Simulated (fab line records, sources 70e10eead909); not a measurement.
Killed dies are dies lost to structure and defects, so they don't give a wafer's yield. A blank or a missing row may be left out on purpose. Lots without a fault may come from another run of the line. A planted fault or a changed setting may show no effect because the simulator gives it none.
fab line records | flow nand_harc
record lots=12 wafers=36 last_day=25
route steps=1159 shown P_GATE@141 END@1159
lots that met no fault: from a run of the same line without faults
start_h: hours from the record's first day to the start of the lot's first wafer shown | wait_h: hours since the lot's step before | " the same as in the row above | L1.1+2: a row that stands for several wafers | - no value, or no start given | * or withheld: withheld | < > ~ a bound
route shown NAME@n: a module of which the file shows steps, and the number in the route of the first | usual: mean/standard deviation of fault-free wafers | same: alike in all rows | chamber/n: place in a boat | sites: the reading at each site | _std_site: their standard deviation | _edge_site: outer sites' mean less inner sites' | radius_mm: how far each site lies from the wafer's centre | mask NAME#n: copy n | behind: the tool/chamber that last shaped the wafer | hold: why the lot was held/for how many hours/how that ended | device: the transistor (n, p or np) that didn't switch | end of line: the same wafers' tests at the end of the route | a step without rows: its recipe alone | killed: dies lost to structure and defects at the first sort, not the wafer's yield | map: a wafer's dies, x killed, . not, _ none there
set.NAME: the setting as run; set.NAME@STEP: as run at that earlier step | model.NAME: the simulator's own value behind a step, which no gauge read
steps of the route over a sample of lots; a table a step, a row a wafer
services: from which hour (start_h, from the record's first day; less than 0 if before it) a tool's chamber was out of use, for how many hours, and why
## steps
# step NHARC_P_GATE_CD_MEAS_26
# recipe target_cd_nm=120 landing_energy_ev=500
# usual cd_nm=120.2/0.75
# columns lot.wafer tool chamber start_h wait_h cd_nm
L277.1 cd_sem-03 0 89.14 - 120.4
L277.4 " 0 " " 120.3
L277.5 " 0 " " 120.6
L279.2 cd_sem-03 0 105.89 - 119.5
L279.4 " 0 " " 119.4
L279.6 " 0 " " 119.6
L292.3 cd_sem-01 0 168.40 - 120.9
L292.5 " 0 " " 120.9
L292.6 " 0 " " 121.2
L290.3 cd_sem-03 0 168.58 - 121.5
L290.4 " 0 " " 121.9
L290.5 " 0 " " 121.8
L291.1 cd_sem-03 0 168.79 - 121.1
L291.3 " 0 " " 121.6
L291.6 " 0 " " 119.9
L293.1 cd_sem-01 0 185.45 - 120.6
L293.3 " 0 " " 119.7
L293.6 " 0 " " 118.9
L294.1 cd_sem-02 0 185.60 - 120.3
L294.3 " 0 " " 119.3
L294.4 " 0 " " 118.8
L295.1 cd_sem-02 0 201.18 - 121.0
L295.3 " 0 " " 119.9
L295.6 " 0 " " 121.5
L297.1 cd_sem-02 0 211.27 - 119.6
L297.3 " 0 " " 119.8
L297.5 " 0 " " 119.9
L298.1 cd_sem-01 0 217.22 - 120.1
L298.2 " 0 " " 120.0
L298.3 " 0 " " 121.3
L299.1 cd_sem-01 0 217.38 - 120.0
L299.5 " 0 " " 119.7
L299.6 " 0 " " 119.2
L300.2 cd_sem-02 0 227.51 - 120.0
L300.3 " 0 " " 120.9
L300.5 " 0 " " 120.8
# step NHARC_P_GATE_OVL_MEAS_27
# usual overlay_x_nm=0.1/0.66 overlay_y_nm=0.1/0.93
# columns lot.wafer tool chamber start_h wait_h overlay_x_nm overlay_y_nm
L277.1 overlay-01 - 89.22 - -0.3 -1.4
L277.4 " - " " -1.0 -1.0
L277.5 " - " " -0.7 -1.2
L279.2 overlay-02 - 105.98 - 0.5 0.6
L279.4 " - " " 0.3 0.3
L279.6 " - " " -0.5 0.3
L292.3 overlay-01 - 168.48 - -0.2 -1.0
L292.5 " - " " -0.2 -1.0
L292.6 " - " " 0.1 -1.3
L290.3 overlay-01 - 168.66 - 0.1 -0.9
L290.4 " - " " 0.2 -1.0
L290.5 " - " " 0.3 -0.5
L291.1 overlay-01 - 168.88 - 1.4 -0.1
L291.3 " - " " 0.8 0.2
L291.6 " - " " 0.9 -0.5
L293.1 overlay-01 - 185.54 - 0.3 -0.1
L293.3 " - " " 0.6 0.2
L293.6 " - " " 0.2 0.3
L294.1 overlay-01 - 185.69 - 0.4 0.5
L294.3 " - " " -0.3 0.4
L294.4 " - " " -0.6 0.1
L295.1 overlay-02 - 201.27 - -1.2 -0.5
L295.3 " - " " -1.3 0.2
L295.6 " - " " -1.1 -0.9
L297.1 overlay-01 - 211.36 - 0.5 -0.8
L297.3 " - " " 0.3 -1.0
L297.5 " - " " 0.9 -1.1
L298.1 overlay-01 - 217.31 - -0.5 0.6
L298.2 " - " " -0.7 0.6
L298.3 " - " " -0.7 0.2
L299.1 overlay-02 - 217.47 - 0.3 1.2
L299.5 " - " " 0.3 1.6
L299.6 " - " " 0.1 0.9
L300.2 overlay-02 - 227.60 - -0.3 0.9
L300.3 " - " " -0.2 0.5
L300.5 " - " " 0.4 1.0
# step NHARC_P_GATE_STRIP_108
# recipe o2_flow_sccm=500 ar_flow_sccm=0 bias_w=0 chemistry=O2
# usual chamber_pressure_mTorr=60.00/0.054 drypump_motor_current_A=5.9/0.43 o2_flow_sccm=499.8/1.3 oes_product_au=0.996/0.01 rf_vpp_V=58.0/0.89 showerhead_plenum_p_Torr=3.61/0.17 throttle_valve_pct=17.038/0.0093
# columns lot.wafer tool chamber start_h wait_h chamber_pressure_mTorr drypump_motor_current_A o2_flow_sccm oes_product_au rf_hours_counter_h rf_vpp_V showerhead_plenum_p_Torr throttle_valve_pct
L277.1 rie_diel-07 3 89.98 - 59.99 5.5 499.4 0.990 10 57.3 3.72 17.029
L277.4 " 1 " " 60.05 5.4 500.3 1.008 15 57.8 3.53 17.037
L277.5 " 0 " " 60.03 6.3 497.9 0.988 - 58.5 3.72 17.051
L279.2 rie_diel-09 3 107.09 - 59.95 5.1 500.4 0.980 3 58.4 3.68 17.021
L279.4 " 0 " " 59.99 5.5 499.8 1.007 1 56.8 3.47 17.030
L279.6 " 2 " " 59.97 5.9 501.2 1.001 - 59.0 3.77 17.051
L292.3 rie_diel-02 1 169.33 - 60.06 6.7 500.9 1.005 4 58.4 3.70 17.040
L292.5 " 3 " " 60.05 5.9 500.7 0.998 - 56.5 3.30 17.049
L292.6 " 0 " " 60.05 5.7 499.6 0.995 - 57.4 3.29 17.035
L290.3 rie_diel-07 2 169.44 - 59.99 6.1 499.3 1.015 43 57.6 3.78 17.031
L290.4 " 1 " " 59.98 5.5 501.3 0.992 45 57.0 3.51 17.045
L290.5 " 3 " " 59.96 5.5 496.9 0.983 - 58.6 3.70 17.037
L291.3 rie_diel-02 3 169.70 - 59.98 5.9 498.6 0.993 3 59.0 3.30 17.040
L291.1 " 0 " " 60.00 5.7 501.5 0.999 3 56.0 3.29 17.040
L291.6 " 1 " " 60.00 6.7 499.0 1.010 - 59.6 3.70 17.033
L293.1 rie_diel-09 3 186.52 - 59.94 5.1 498.4 0.999 14 57.8 3.67 17.036
L293.3 " 0 " " 59.90 5.5 501.1 0.994 14 56.1 3.47 17.028
L293.6 " 1 " " 59.99 6.3 498.1 1.006 - 57.5 3.72 17.036
L294.3 rie_diel-02 3 186.58 - 60.02 5.8 498.7 0.997 10 57.7 3.30 17.032
L294.1 " 0 " " 60.04 5.7 498.2 0.982 10 57.4 3.29 17.029
L294.4 " 0 " " 60.01 5.7 500.9 0.981 - 56.8 3.29 17.043
L295.3 rie_diel-09 0 202.24 - 60.08 5.5 498.9 1.005 16 57.1 3.46 17.040
L295.1 " 1 " " 60.06 6.2 499.7 1.016 18 58.6 3.72 17.026
L295.6 " 3 " " 60.07 5.2 500.3 1.008 - 59.0 3.67 17.038
L297.1 rie_diel-09 3 212.20 - 59.93 5.1 499.1 0.995 19 58.6 3.67 17.034
L297.3 " 1 " " 60.03 6.2 499.6 1.009 20 57.4 3.72 17.035
L297.5 " 0 " " 59.97 5.5 499.0 0.986 - 58.0 3.46 17.025
L298.3 rie_diel-07 2 218.04 - 60.09 6.0 499.3 1.000 62 59.0 3.77 17.026
L298.1 " 3 " " 60.01 5.5 500.3 0.990 59 57.6 3.69 17.029
L298.2 " 1 " " 59.92 5.4 500.6 1.010 64 58.1 3.50 17.032
L299.1 rie_diel-02 0 218.18 - 60.03 5.7 498.0 0.989 21 58.1 3.29 17.042
L299.5 " 0 " " 59.98 5.7 497.7 0.992 - 56.3 3.28 17.042
L299.6 " 1 " " 60.06 6.7 499.6 1.011 - 60.1 3.69 17.036
L300.3 rie_diel-09 2 228.34 - 59.92 5.9 497.9 0.999 21 58.6 3.76 17.051
L300.2 " 0 " " 59.90 5.5 497.0 0.993 21 58.3 3.46 17.045
L300.5 " 1 " " 59.98 6.2 499.1 1.001 - 59.4 3.72 17.020
# step NHARC_P_GATE_EXPOSE_56
# recipe na=0.6 target_cd_nm=720 dose_mj=14.81 mask_id=P_PSD
# usual focus_offset_nm=0.0/0.55
# columns lot.wafer tool chamber start_h wait_h mask focus_offset_nm
L277.1 krf_scanner-04 0 102.56 - P_PSD#0 -0.8
L277.4 " 0 " " P_PSD#0 -0.2
L277.5 " 0 " " P_PSD#0 0.2
L279.2 krf_scanner-01 0 120.14 - P_NSD#0 -0.3
L279.4 " 0 " " P_NSD#0 1.4
L279.6 " 0 " " P_NSD#0 0.3
L290.3 krf_scanner-01 0 182.26 - P_PSD#0 -0.4
L290.4 " 0 " " P_PSD#0 -0.8
L290.5 " 0 " " P_PSD#0 0.4
L292.3 krf_scanner-01 0 184.18 - P_PSD#0 -0.2
L292.5 " 0 " " P_PSD#0 0.8
L292.6 " 0 " " P_PSD#0 0.4
L291.1 krf_scanner-01 0 190.51 - P_PSD#0 0.8
L291.3 " 0 " " P_PSD#0 0.2
L291.6 " 0 " " P_PSD#0 -0.2
L293.1 krf_scanner-04 0 199.35 - P_PSD#0 -0.9
L293.3 " 0 " " P_PSD#0 -0.4
L293.6 " 0 " " P_PSD#0 0.1
L294.1 krf_scanner-02 0 199.51 - P_PSD#0 -0.3
L294.3 " 0 " " P_PSD#0 0.5
L294.4 " 0 " " P_PSD#0 0.2
L295.1 krf_scanner-01 0 215.01 - P_PSD#0 0.1
L295.3 " 0 " " P_PSD#0 0.0
L295.6 " 0 " " P_PSD#0 -0.3
L297.1 krf_scanner-01 0 224.81 - P_PSD#0 0.6
L297.3 " 0 " " P_PSD#0 0.7
L297.5 " 0 " " P_PSD#0 0.7
L298.1 krf_scanner-02 0 230.65 - P_PSD#0 0.3
L298.2 " 0 " " P_PSD#0 0.0
L298.3 " 0 " " P_PSD#0 0.2
L299.1 krf_scanner-01 0 231.05 - P_PSD#0 -0.2
L299.5 " 0 " " P_PSD#0 0.2
L299.6 " 0 " " P_PSD#0 0.7
L300.2 krf_scanner-04 0 241.11 - P_PSD#0 0.1
L300.3 " 0 " " P_PSD#0 -1.7
L300.5 " 0 " " P_PSD#0 0.9
# step NHARC_P_GATE_CD_MEAS_59
# recipe target_cd_nm=720 landing_energy_ev=500
# usual cd_nm=719.2/1.8
# columns lot.wafer tool chamber start_h wait_h cd_nm
L277.1 cd_sem-03 0 102.72 - 716.8
L277.4 " 0 " " 714.6
L277.5 " 0 " " 720.6
L279.2 cd_sem-01 0 120.29 - -
L279.4 " 0 " " -
L279.6 " 0 " " -
L290.3 cd_sem-03 0 182.41 - 717.9
L290.4 " 0 " " 715.4
L290.5 " 0 " " 719.6
L292.3 cd_sem-02 0 184.34 - 716.5
L292.5 " 0 " " 715.3
L292.6 " 0 " " 717.9
L291.1 cd_sem-01 0 190.67 - 717.2
L291.3 " 0 " " 715.6
L291.6 " 0 " " 720.1
L293.1 cd_sem-03 0 199.50 - 720.1
L293.3 " 0 " " 718.9
L293.6 " 0 " " 719.5
L294.1 cd_sem-03 0 199.67 - 718.4
L294.3 " 0 " " 720.3
L294.4 " 0 " " 723.1
L295.1 cd_sem-01 0 215.16 - 720.6
L295.3 " 0 " " 720.0
L295.6 " 0 " " 717.5
L297.1 cd_sem-02 0 224.98 - 718.3
L297.3 " 0 " " 719.4
L297.5 " 0 " " 722.0
L298.1 cd_sem-01 0 230.81 - 722.0
L298.2 " 0 " " 720.1
L298.3 " 0 " " 718.5
L299.1 cd_sem-01 0 231.21 - 722.0
L299.5 " 0 " " 718.4
L299.6 " 0 " " 722.5
L300.2 cd_sem-03 0 241.27 - 719.0
L300.3 " 0 " " 719.4
L300.5 " 0 " " 718.5
# step NHARC_END_SORT_01
# recipe temp_c=25
# usual killed_at_array=26/9 killed_at_other=0.8/1.2 killed_at_periphery=3.2/2.3 killed_dies=30/9.1 killed_open=3.5/2 killed_short=1.8/1.4
# same gross_dies=677
# columns lot.wafer tool chamber start_h wait_h killed_at_array killed_at_other killed_at_periphery killed_dies killed_open killed_short
L279.2 prober-02 0 455.39 2.8 25 2 650 677 2 0
L279.4 prober-02 0 456.98 3.4 27 2 648 677 3 0
L279.6 prober-02 0 458.57 4.0 23 0 654 677 6 2
L292.3 prober-02 0 532.45 3.1 15 0 2 17 7 2
L292.5 prober-02 0 534.07 3.7 9 0 6 15 1 2
L292.6 prober-02 0 534.88 4.1 13 1 2 16 2 3
# killed by level:class
L279.2 P_GATE:area_expose=649 A_CHANNEL_HOLE_D1:chamber_film_flake=16 A_CONTACT:chamber_film_flake=4 A_CHANNEL_FILL_D1:chamber_film_flake=2 THIN_TSV:chamber_film_flake=2 A_ONON_D1:geometric_particle:open=1 A_M1:geometric_particle:open=1 P_BONDPAD:chamber_film_flake=1
L279.4 P_GATE:area_expose=646 A_CHANNEL_HOLE_D1:chamber_film_flake=12 A_CONTACT:chamber_film_flake=9 A_CHANNEL_FILL_D1:chamber_film_flake=2 THIN_TSV:chamber_film_flake=2 P_CONTACT:geometric_particle:open=1 P_M0:geometric_particle:open=1 A_CONTACT:geometric_particle:open=1
L279.6 P_GATE:area_expose=651 A_CHANNEL_HOLE_D1:chamber_film_flake=10 A_CONTACT:chamber_film_flake=4 P_M1:geometric_particle:open=2 A_WL_FILL:geometric_particle:short=2 A_ONON_D1:geometric_particle:open=1 A_CHANNEL_FILL_D1:geometric_particle:open=1 A_CONTACT:geometric_particle:open=1
L292.3 A_STAIRCASE:chamber_film_flake=3 A_ZERO_WELL:chamber_film_flake=2 A_CONTACT:chamber_film_flake=2 P_GATE:geometric_particle:open=1 P_M0:geometric_particle:open=1 A_CHANNEL_HOLE_D1:geometric_particle:open=1 A_CHANNEL_FILL_D1:geometric_particle:short=1 A_CHANNEL_FILL_D1:geometric_particle:open=1
L292.5 A_CHANNEL_HOLE_D1:chamber_film_flake=3 P_GATE:chamber_film_flake=2 A_CONTACT:chamber_film_flake=2 P_M0:geometric_particle:open=1 P_M0:geometric_particle:short=1 A_M0:geometric_particle:short=1 P_ZERO_WELL:chamber_film_flake=1 P_M0:chamber_film_flake=1
L292.6 A_STAIRCASE:chamber_film_flake=3 A_CHANNEL_HOLE_D1:chamber_film_flake=2 A_CONTACT:chamber_film_flake=2 A_CHANNEL_FILL_D1:geometric_particle:short=1 A_SGD_CUT:geometric_particle:short=1 A_WL_FILL:geometric_particle:open=1 A_M0:geometric_particle:open=1 P_GATE:chamber_film_flake=1
## services
# columns tool chamber start_h hours kind
rie_diel-07 3 67.75 6.8 repair
rie_diel-09 - 77.10 9.0 pm
rie_diel-09 0 77.10 9.0 vent_cycle
rie_diel-09 1 77.10 9.0 vent_cycle
rie_diel-09 2 77.10 9.0 vent_cycle
krf_scanner-01 - 84.00 4.0 pm
rie_diel-09 0 91.79 5.9 repair
rie_diel-02 3 112.53 7.5 repair
krf_scanner-04 - 126.00 4.0 pm
rie_diel-09 2 127.21 3.8 repair
rie_diel-02 - 150.74 9.0 pm
rie_diel-07 2 162.71 6.0 repair
rie_diel-02 1 175.79 11.4 repair
rie_diel-02 2 179.03 4.7 repair
krf_scanner-04 - 184.30 2.2 repair
krf_scanner-01 0 187.57 - calibration
krf_scanner-04 - 192.27 0.4 repair
rie_diel-09 - 194.31 1.1 repair
rie_diel-09 - 196.40 1.0 repair
krf_scanner-01 - 205.84 1.7 repair
rie_diel-07 1 209.74 2.7 repair
krf_scanner-02 - 210.00 4.0 pm
krf_scanner-01 - 226.96 2.4 repair
rie_diel-07 - 228.23 9.0 pm
## key
first_sign step=NHARC_P_GATE_EXPOSE_56 reading=mask direction=changed
effect step=NHARC_P_GATE_CD_MEAS_59 reading=cd_nm direction=missing
effect step=NHARC_END_SORT_01 reading=killed_at_periphery direction=up sigmas=99+ usual=3.2 struck=650.7
more_kills_born_at NHARC_P_GATE_EXPOSE_56@krf_scanner-01=1946
met_at NHARC_P_GATE_EXPOSE_56
struck_lots L279
later_rows_left_out L279.2,L279.4,L279.6
tester_left_out L279
not_acting_at NHARC_P_GATE_CD_MEAS_26,NHARC_P_GATE_OVL_MEAS_27,NHARC_P_GATE_STRIP_108
fault kind=wrong_mask tool=any chamber=- onset_h=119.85 steps=NHARC_P_GATE_EXPOSE_56 aux_copy=P_NSD#0 scope=struck_lots_only
# tester_left_out: of these lots the tester's yield and bins aren't shown, on N5 and GAA mostly nor the transistor test; their killed dies are dies lost to structure and defects alone, not to doping, threshold or leakage, so they don't give the yield
# later_rows_left_out: the simulator's readings of these wafers behind a module that went badly wrong aren't trusted and aren't shown, but for the sort
